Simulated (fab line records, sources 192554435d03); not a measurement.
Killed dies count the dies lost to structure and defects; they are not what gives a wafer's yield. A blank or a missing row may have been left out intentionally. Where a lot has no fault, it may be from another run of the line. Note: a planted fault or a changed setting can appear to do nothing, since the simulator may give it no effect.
Which tool is to blame?    flow n5Finfet    42 wafers from 14 lots sampled at 8 of the route's 1938 steps

## WHAT THE GAUGES SHOWED, per wafer
N5_BEOL_M0_RS_MEAS_126: a four-point-probe measurement.
lot   measured      on            M0_RS (ohm/sq)
L980  day 5 19:23   filmMetro-01  0.541 0.554 0.522
L981  day 6 08:38   filmMetro-01  0.545 0.540 0.516
L983  day 6 22:00   filmMetro-02  0.524 0.533 0.541
L985  day 7 03:59   filmMetro-02  0.547 0.539 0.577
L984  day 7 04:09   filmMetro-02  0.519 0.502 0.507
L987  day 7 20:04   filmMetro-02  0.530 0.509 0.544
L992  day 9 04:51   filmMetro-01  0.534 0.503 0.535
L993  day 9 06:19   filmMetro-01  0.539 0.522 0.534
L997  day 10 05:56  filmMetro-02  0.550 0.522 0.532
L996  day 10 06:38  filmMetro-01  0.547 0.535 0.540
L999  day 10 16:04  filmMetro-01  0.557 0.530 0.554
L101  day 11 05:44  filmMetro-01  0.538 0.534 0.507
L102  day 11 14:39  filmMetro-01  0.542 0.536 0.516
L103  day 11 16:34  filmMetro-02  0.537 0.518 0.521

N5_BEOL_M1_OVL_MEAS_12.
lot   measured      on          M1_OVL (nm)
L980  day 5 20:09   overlay-02  -0.4 -0.8 -0.9
L981  day 6 10:52   overlay-02  1.0 0.6 -0.6
L983  day 7 00:20   overlay-02  -0.9 -0.2 0.5
L985  day 7 05:53   overlay-01  0.1 -0.5 -0.8
L984  day 7 05:54   overlay-01  0.8 0.6 0.4
L987  day 7 21:26   overlay-01  -1.0 -0.3 -0.7
L992  day 9 06:17   overlay-02  1.2 0.0 -0.2
L993  day 9 07:37   overlay-02  -0.1 0.1 -1.4
L997  day 10 07:32  overlay-01  0.4 0.9 0.9
L996  day 10 07:54  overlay-01  1.4 0.5 0.6
L999  day 10 17:04  overlay-02  -0.6 0.1 -0.7
L101  day 11 10:14  overlay-01  0.0 0.2 -0.2
L102  day 11 16:29  overlay-02  -0.2 -1.6 -0.4
L103  day 11 20:49  overlay-01  -0.4 0.3 -1.0

N5_BEOL_M1_CD_MEAS_18: pitch 36 nm, target cd 18 nm.
lot   measured      on        cdNm (nm)
L980  day 5 20:49   cdSem-03  18.0 18.3 18.0
L981  day 6 11:59   cdSem-01  18.0 18.4 18.2
L983  day 7 00:59   cdSem-01  - - -
L985  day 7 06:23   cdSem-01  - - -
L984  day 7 06:28   cdSem-03  18.2 18.0 18.0
L987  day 7 21:56   cdSem-02  18.2 18.6 18.3
L992  day 9 06:48   cdSem-02  17.6 18.6 18.3
L993  day 9 08:25   cdSem-02  17.9 18.0 17.7
L997  day 10 08:11  cdSem-03  18.1 17.7 19.0
L996  day 10 08:31  cdSem-02  18.3 17.7 17.9
L999  day 10 17:42  cdSem-01  18.2 18.0 17.9
L101  day 11 10:55  cdSem-02  17.5 18.0 18.4
L102  day 11 17:03  cdSem-01  17.6 17.8 17.2
L103  day 11 21:20  cdSem-03  17.8 18.3 17.8

N5_BEOL_M4_RC_MEAS_101.
lot   measured      on         DIBL_N (mV/V)   DIBL_P (mV/V)   IOFF_N (nA/um)     IOFF_P (nA/um)  ION_N (uA/um)  ION_P (uA/um)  SS_N (mV/dec)   SS_P (mV/dec)   VT_N (mV)    VT_P (mV)
L980  day 8 03:44   prober-01  35.7 35.0 37.2  34.0 33.2 35.5  0.122 0.117 0.147  0.17 0.17 0.20  655 663 672    454 458 464    71.6 71.0 71.9  73.3 72.6 74.1  256 254 252  -253.7 -252.2 -250.0
L981  day 9 00:25   prober-02  33.2 33.8 34.2  33.2 34.6 34.7  0.121 0.138 0.134  0.16 0.19 0.19  657 688 659    446 471 456    70.9 70.9 70.6  72.7 72.6 73.1  254 250 251  -255.4 -251.3 -249.5
L984  day 10 14:41  prober-01  33.6 34.9 34.4  33.4 35.3 34.1  0.115 0.136 0.120  0.17 0.18 0.16  649 664 659    449 455 452    70.6 70.9 71.2  73.0 72.0 73.2  256 253 254  -253.6 -253.6 -251.5
L987  day 10 21:23  prober-02  35.3 33.4 33.2  35.4 32.8 33.2  0.144 0.116 0.124  0.20 0.16 0.18  670 660 668    469 461 460    71.5 70.9 70.3  73.3 72.2 72.4  250 254 249  -250.0 -254.0 -250.6
L992  day 12 01:58  prober-02  34.2 34.5 33.9  32.6 33.0 33.0  0.123 0.135 0.123  0.18 0.18 0.18  656 654 656    451 447 451    71.4 71.1 71.0  72.7 73.1 72.3  254 252 255  -250.7 -251.3 -251.9
L993  day 11 07:22  prober-01  34.3 36.0 36.5  33.8 36.2 36.8  0.124 0.150 0.172  0.18 0.21 0.24  679 687 688    469 471 470    71.9 72.0 71.8  72.3 72.4 73.6  254 249 247  -251.6 -249.7 -248.1
L997  day 12 17:07  prober-01  35.2 33.5 33.7  37.0 35.2 36.4  0.166 0.137 0.148  0.22 0.18 0.20  679 678 678    457 461 467    72.0 70.9 70.8  74.0 72.5 73.4  247 252 249  -252.0 -254.6 -253.4
L996  day 14 03:11  prober-02  35.6 34.3 36.8  36.8 33.9 37.6  0.138 0.111 0.154  0.20 0.16 0.21  676 669 672    467 466 458    71.4 71.0 71.3  73.2 72.4 73.4  252 255 252  -252.4 -254.0 -252.4
L999  day 14 03:51  prober-01  35.2 36.2 37.1  35.2 36.5 38.4  0.151 0.167 0.194  0.20 0.22 0.26  655 669 677    453 463 463    72.2 72.6 71.3  73.2 73.1 73.8  251 248 246  -252.5 -248.8 -247.0
L101  day 14 06:23  prober-02  38.2 36.5 33.5  38.3 36.2 32.3  0.193 0.149 0.112  0.24 0.22 0.16  678 677 671    463 461 467    72.3 71.6 71.1  73.8 72.4 71.8  246 252 251  -248.2 -249.9 -253.5
L102  day 14 12:19  prober-01  35.8 37.0 33.9  35.3 37.5 33.2  0.138 0.159 0.114  0.20 0.23 0.16  668 661 651    456 460 450    71.2 71.6 70.2  73.1 72.8 72.4  250 250 254  -249.3 -248.0 -253.4
L103  day 15 05:55  prober-01  35.6 40.4 37.9  34.8 40.9 37.7  0.137 0.234 0.171  0.18 0.28 0.23  667 680 670    456 461 460    71.4 73.2 72.4  73.4 74.8 74.4  254 244 247  -254.8 -247.3 -250.3

## EACH LOT AND THE TOOL THAT RAN IT (in order: tool; ch and the chambers of the sampled wafers; start)
lot   N5_BEOL_M0_CMP_120             N5_BEOL_M1_ETCH_63                 N5_BEOL_M1_ETCH_64                 N5_BEOL_M1_HM_OPEN_17
L980  cmp-02 ch 0,2,3, day 5 18:52   rieDiel-02 ch 1,2, day 5 20:23     rieDiel-02 ch 1,2, day 5 20:25     rieMetal-03 ch 0,1, day 5 20:35
L981  cmp-04 ch 1,2,3, day 6 08:07   rieDiel-01 ch 0,1, day 6 11:07     rieDiel-01 ch 0,1, day 6 11:09     rieMetal-02 ch 0,1, day 6 11:19
L983  cmp-02 ch 0,1, day 6 21:27     rieDiel-02 ch 0,1,2, day 7 00:32   rieDiel-02 ch 0,1,2, day 7 00:34   rieMetal-01 ch 0,1, day 7 00:46
L985  cmp-04 ch 1,2,3, day 7 03:27   rieDiel-01 ch 0,1,2, day 7 06:01   rieDiel-01 ch 0,1,2, day 7 06:02   rieMetal-02 ch 0,1, day 7 06:14
L984  cmp-04 ch 0,1,3, day 7 03:43   rieDiel-02 ch 0,3, day 7 06:05     rieDiel-02 ch 0,3, day 7 06:07     rieMetal-01 ch 0,1, day 7 06:17
L987  cmp-01 ch 0,1,3, day 7 19:32   rieDiel-01 ch 0,1, day 7 21:34     rieDiel-01 ch 0,1, day 7 21:35     rieMetal-03 ch 0,1, day 7 21:46
L992  cmp-01 ch 1,2, day 9 04:14     rieDiel-01 ch 1,3, day 9 06:25     rieDiel-01 ch 1,3, day 9 06:27     rieMetal-03 ch 0,1, day 9 06:37
L993  cmp-02 ch 0,1,3, day 9 05:49   rieDiel-02 ch 0,1,3, day 9 08:00   rieDiel-02 ch 0,1,3, day 9 08:02   rieMetal-01 ch 0,1, day 9 08:13
L997  cmp-01 ch 0,2,3, day 10 05:23  rieDiel-06 ch 1,2,3, day 10 07:43  rieDiel-06 ch 1,2,3, day 10 07:45  rieMetal-03 ch 1, day 10 07:57
L996  cmp-04 ch 1,2,3, day 10 06:08  rieDiel-02 ch 1,3, day 10 08:02    rieDiel-02 ch 1,3, day 10 08:04    rieMetal-03 ch 1, day 10 08:14
L999  cmp-01 ch 1,2,3, day 10 15:31  rieDiel-01 ch 0,2,3, day 10 17:13  rieDiel-01 ch 0,2,3, day 10 17:15  rieMetal-01 ch 0,1, day 10 17:25
L101  cmp-01 ch 0,2, day 11 05:11    rieDiel-01 ch 0,1,2, day 11 10:32  rieDiel-01 ch 0,1,2, day 11 10:34  rieMetal-02 ch 1, day 11 10:44
L102  cmp-01 ch 0,1,2, day 11 14:05  rieDiel-01 ch 1,2,3, day 11 16:38  rieDiel-01 ch 1,2,3, day 11 16:40  rieMetal-01 ch 0,1, day 11 16:52
L103  cmp-02 ch 1,2, day 11 15:58    rieDiel-02 ch 1,2, day 11 20:57    rieDiel-02 ch 1,2, day 11 20:59    rieMetal-03 ch 0,1, day 11 21:11
- N5_BEOL_M0_CMP_120: polishes, stops on SiOC, t overpolish 6.9 s.
- N5_BEOL_M1_ETCH_63: etches SiARC in CF4, target depth 15.6 nm, time 26 s.
- N5_BEOL_M1_ETCH_64: etches SOC in N2/H2, target depth 75 nm, overetch 15 nm, time 112.5 s.
- N5_BEOL_M1_HM_OPEN_17: chemistry Cl2/BCl3, target TiN, target depth 20 nm, overetch 6 nm.

## AS READ BY THE TOOLS THEMSELVES (means over the sampled wafers that have a number; for cases with no such wafer, the mark the record gives instead)
N5_BEOL_M0_CMP_120.
lot   tool    barrierFieldEndpointS (s)  motorCurrentA (A)  overpolishRunS (s)  padLifeWafers  retainingRingPressureFrac  timeToEndpointS (s)
L980  cmp-02  3.60                       7.1                6.898               566            1.001                      61
L981  cmp-04  3.54                       5.4                6.902               590            0.997                      62
L983  cmp-02  3.52                       6.3                6.899               829            1.003                      58
L985  cmp-04  3.64                       5.4                6.893               674            1.005                      60
L984  cmp-04  3.53                       5.1                6.900               681            0.998                      59
L987  cmp-01  3.45                       5.7                6.909               1862           0.997                      63
L992  cmp-01  3.57                       5.5                6.902               102            1.003                      63
L993  cmp-02  3.46                       6.9                6.900               1268           1.003                      63
L997  cmp-01  3.67                       6.3                6.903               134            0.999                      66
L996  cmp-04  3.45                       5.5                6.905               1340           0.999                      59
L999  cmp-01  3.75                       6.1                6.909               188            1.001                      67
L101  cmp-01  3.67                       6.0                6.901               301            0.996                      64
L102  cmp-01  3.63                       5.8                6.905               367            0.997                      64
L103  cmp-02  3.51                       6.4                6.901               1758           0.997                      60

N5_BEOL_M1_ETCH_63.
lot   tool        biasW (W)  cf4FlowSccm (sccm)  drypumpMotorCurrentA (A)  etchRfOnTimeS (s)  oesProductAu (a.u.)  rfVppV (V)  showerheadPlenumPTorr (Torr)  throttleValvePct (%)
L980  rieDiel-02  35.96      99.8                6.01                      25.9               0.63                 184.8       2.23                          15.67
L981  rieDiel-01  35.95      99.9                5.87                      25.6               0.75                 184.7       2.19                          15.51
L983  rieDiel-02  -          -                   -                         -                  -                    -           -                             -
L985  rieDiel-01  -          -                   -                         -                  -                    -           -                             -
L984  rieDiel-02  35.96      100.1               5.83                      25.7               0.61                 183.4       2.09                          15.72
L987  rieDiel-01  36.00      100.1               6.02                      25.8               0.68                 184.9       2.21                          15.78
L992  rieDiel-01  35.97      99.9                5.77                      26.3               0.60                 185.3       2.15                          15.68
L993  rieDiel-02  35.89      100.3               5.98                      25.4               0.61                 184.3       2.15                          15.73
L997  rieDiel-06  36.01      99.8                5.87                      25.6               0.67                 184.6       2.14                          15.76
L996  rieDiel-02  35.97      100.4               6.16                      25.4               0.62                 185.2       2.21                          15.73
L999  rieDiel-01  35.96      100.1               5.60                      26.0               0.70                 184.0       2.12                          15.40
L101  rieDiel-01  35.95      100.1               5.84                      26.2               0.70                 184.1       2.15                          15.62
L102  rieDiel-01  35.96      100.1               5.79                      26.4               0.65                 184.4       2.14                          15.69
L103  rieDiel-02  36.00      100.3               6.03                      25.7               0.61                 185.8       2.22                          15.75

N5_BEOL_M1_ETCH_64.
lot   tool        biasW (W)  chamberPressureMTorr (mTorr)  drypumpMotorCurrentA (A)  oesProductAu (a.u.)  rfVppV (V)  showerheadPlenumPTorr (Torr)  throttleValvePct (%)
L980  rieDiel-02  150.2      30.01                         6.04                      0.59                 526.8       2.66                          17.90
L981  rieDiel-01  150.2      30.00                         5.85                      0.69                 525.1       2.60                          17.58
L983  rieDiel-02  150.0      29.99                         5.88                      0.27                 524.5       2.58                          17.89
L985  rieDiel-01  150.2      29.96                         5.85                      0.32                 524.6       2.56                          17.68
L984  rieDiel-02  150.4      30.01                         5.82                      0.57                 522.4       2.49                          17.95
L987  rieDiel-01  149.9      30.03                         6.05                      0.63                 526.3       2.61                          17.95
L992  rieDiel-01  150.3      29.97                         5.78                      0.57                 524.0       2.55                          17.86
L993  rieDiel-02  150.1      29.96                         6.00                      0.56                 524.4       2.56                          17.94
L997  rieDiel-06  150.1      29.99                         5.86                      0.61                 524.3       2.56                          18.00
L996  rieDiel-02  150.2      29.98                         6.15                      0.56                 526.7       2.63                          17.93
L999  rieDiel-01  150.3      29.99                         5.62                      0.65                 523.5       2.51                          17.55
L101  rieDiel-01  149.9      29.99                         5.85                      0.65                 525.5       2.55                          17.79
L102  rieDiel-01  150.2      30.02                         5.81                      0.61                 523.9       2.53                          17.90
L103  rieDiel-02  150.2      29.99                         6.05                      0.56                 526.0       2.64                          17.99

N5_BEOL_M1_HM_OPEN_17.
lot   tool         drypumpMotorCurrentA (A)  oesProductAu (a.u.)  throttleValvePct (%)
L980  rieMetal-03  5.9                       0.62                 22.23
L981  rieMetal-02  5.7                       0.64                 22.03
L983  rieMetal-01  5.9                       0.31                 22.99
L985  rieMetal-02  5.7                       0.28                 22.69
L984  rieMetal-01  6.2                       0.71                 22.22
L987  rieMetal-03  5.9                       0.61                 22.24
L992  rieMetal-03  5.9                       0.66                 22.06
L993  rieMetal-01  6.2                       0.70                 22.24
L997  rieMetal-03  5.8                       0.73                 21.90
L996  rieMetal-03  5.9                       0.72                 21.91
L999  rieMetal-01  5.9                       0.68                 22.35
L101  rieMetal-02  5.6                       0.59                 22.12
L102  rieMetal-01  6.3                       0.69                 22.25
L103  rieMetal-03  6.0                       0.79                 22.08

## THE ANSWER, worked out from the rows above alone
Rule: usual is defined by the lots themselves. Put in order of their means at a reading, lots are off if they are a third of the lots or fewer, leave a main group of 4 or more, and stand apart from it by a gap of 3 or more times the standard deviation of the main group's means; of several such gaps the widest counts. The tables above print the reading to a certain number of digits; a main group whose means all agree to those digits is not used. Also off: a lot with no number at a reading for which 4 or more lots have one. Where the step has rows for the other lots, those lots are counted as sound. First the gauges in route order, then the tools' own readings, where a lot's mean is used as printed above. At the first step where some lot is off, the reading lying furthest off is the one used; lots without a number count as furthest.
Off, at N5_BEOL_M1_CD_MEAS_18 on cdNm: L983, L985. Without a number there: L983, L985. For the main group the mean is 18.0 nm and the standard deviation 0.21.
If a tool, at a process step before that reading, ran all the lots that are off and no sound lot after the first of them, it fits. Not tried: the gauges at N5_BEOL_M1_CD_MEAS_18; whatever is off there is also off at N5_BEOL_M1_ETCH_63, on other tools, and gauge error can't account for it. No candidate that was tried fits.

## WHAT THE SIMULATOR HAD INSERTED
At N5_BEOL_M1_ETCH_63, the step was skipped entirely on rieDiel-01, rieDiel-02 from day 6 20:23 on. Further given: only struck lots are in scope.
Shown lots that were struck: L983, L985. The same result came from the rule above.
